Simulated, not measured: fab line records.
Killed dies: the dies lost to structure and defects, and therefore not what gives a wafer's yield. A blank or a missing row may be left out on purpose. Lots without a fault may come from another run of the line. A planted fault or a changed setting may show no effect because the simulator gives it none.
A lot that was struck, set against a sound lot ; flow nand-harc ; 14 steps out of a route of 1159
Sound: the wafers L450.1, L450.2, L450.4. Wafers struck: L456.1, L456.2, L456.5. The cause comes at the end.
Each step with rows lists, per side, the tool, then ch with its chambers, then its first start. Under that, the readings that differ: sound wafers ; struck wafers ; difference of the means ; sigmas: that difference in standard deviations of wafers without a fault.
alike: readings with means less than 2 such deviations apart, plus words and numbers identical on both sides. not compared: withheld readings, readings lacking a value on some wafer, bounds such as >300 that could conceal the same value, and numbers that have no deviation in the record and whose values overlap.
Wherever a step has rows on one side only, a row that says differs or no value, or a row with sigmas, the two part there. When numbers do not overlap yet have no deviation, they are printed without sigmas and do not part them. A reading that every wafer of one side lacks parts them only if that side has two wafers or more.

first, 1 step without rows for these wafers: NHARC_A_ONON_D1_DEP_12 (target thk 1000 nm).
NHARC_A_ONON_D1_THK_MEAS_14: measures by ellipsometry.
  sound: film-metro-01 at day 9 19:36; struck: film-metro-01 at day 11 17:07
  alike: thk-nm
then, 2 steps without rows for these wafers: NHARC_A_ONON_D1_ANNEAL_15 (time 3600 s); NHARC_A_ONON_D1_DEP_16 (target thk 1000 nm).
NHARC_A_ONON_D1_THK_MEAS_18: measures by ellipsometry.
  sound: film-metro-01 at day 10 02:47; struck: film-metro-01 at day 12 01:49
  alike: thk-nm
then, 1 step without rows for these wafers: NHARC_A_ONON_D1_DEP_19 (target thk 1000 nm).
NHARC_A_ONON_D1_THK_MEAS_21: measures by ellipsometry.
  sound: film-metro-02 at day 10 03:21; struck: film-metro-02 at day 12 02:30
  alike: thk-nm
then, 1 step without rows for these wafers: NHARC_A_ONON_D1_DEP_22 (target thk 1000 nm).
NHARC_A_ONON_D1_THK_MEAS_24: measures by ellipsometry.
  sound: film-metro-01 at day 10 03:55; struck: film-metro-02 at day 12 03:04
  alike: thk-nm
then, 1 step without rows for these wafers: NHARC_A_ONON_D1_DEP_25 (target thk 1000 nm).
NHARC_A_ONON_D1_THK_MEAS_27: measures by ellipsometry.
  sound: film-metro-01 at day 10 04:30; struck: film-metro-02 at day 12 03:39
  alike: thk-nm
NHARC_A_ONON_D1_DEP_28: target thk 1000 nm.
  sound on pecvd-onon-01 ch 0, day 10 04:33; struck on pecvd-onon-03 ch 0, day 12 03:45
NHARC_A_ONON_D1_THK_MEAS_30: measures by ellipsometry.
  sound: film-metro-01 at day 10 05:04; struck: film-metro-02 at day 12 04:26
reading;sound;struck;difference;sigmas
thk-nm (nm);997 1000 998;1516 1515 1514;+517;+52
  not compared: hold
NHARC_END_SORT_01:
  the record has rows for the sound wafers here (prober-02 ch 0, day 22 10:01) and none for the struck ones

WHERE THEY PART
Earliest at NHARC_A_ONON_D1_THK_MEAS_30; latest, in this record, at NHARC_END_SORT_01.

WHY: the cause the simulator had injected
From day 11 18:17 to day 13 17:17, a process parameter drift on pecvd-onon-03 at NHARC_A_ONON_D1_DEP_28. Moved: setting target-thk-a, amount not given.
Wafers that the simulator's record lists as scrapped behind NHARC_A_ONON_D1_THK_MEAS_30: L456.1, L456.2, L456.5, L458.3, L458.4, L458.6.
